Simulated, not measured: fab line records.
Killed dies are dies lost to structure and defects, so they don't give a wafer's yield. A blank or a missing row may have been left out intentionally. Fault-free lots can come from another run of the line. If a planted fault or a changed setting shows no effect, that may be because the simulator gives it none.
Chamber matching	flow nandHarc	4 sister chambers for NHARC_A_CHANNEL_FILL_D2_STRIP_28 on rieDiel-08
The step strips in O2, time 20 s. 4 wafers are shown with their chamber, then 8 later ones without.

## WAFERS, EACH WITH ITS CHAMBER
wafer	chamber	oesProductAu (a.u.)
L082.3	3	1.000
L091.3	0	1.001
L091.6	1	0.995
L092.1	2	0.999

## WAFERS WITH NO CHAMBER GIVEN
wafer	oesProductAu (a.u.)
L092.5	1.010
L092.6	0.996
L094.1	0.997
L094.3	0.999
L094.6	0.996
L095.1	0.992
L095.4	1.009
L095.5	1.000

## EACH ONE'S CHAMBER
wafer	from the rows above	in truth
L092.5	can't be placed: 0 or 3 or 2 or 1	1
L092.6	can't be placed: 1 or 2 or 3 or 0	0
L094.1	can't be placed: 1 or 2 or 3 or 0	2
L094.3	can't be placed: 2 or 3 or 0 or 1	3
L094.6	can't be placed: 1 or 2 or 3 or 0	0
L095.1	can't be placed: 1 or 2 or 3 or 0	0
L095.4	can't be placed: 0 or 3 or 2 or 1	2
L095.5	can't be placed: 3 or 0 or 2 or 1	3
Correctly placed: 0 of 8. Unplaceable from these rows: 8, with the true chamber sitting among the candidates in 8. Wrongly placed: 0.
How it was worked out, from the rows above alone: a wafer's distance from a chamber is the root of the sum, over the readings, of the square of ((its reading less the chamber's mean) divided by the reading's scatter). The wafer belongs to the nearest chamber; if the next one is less than 2 further off, it can't be placed. For every chamber, the mean is computed from those of its wafers that are shown. The scatter: with one shown wafer a chamber, the root of the mean of the squares of how far each hidden wafer lies from its nearest shown one.
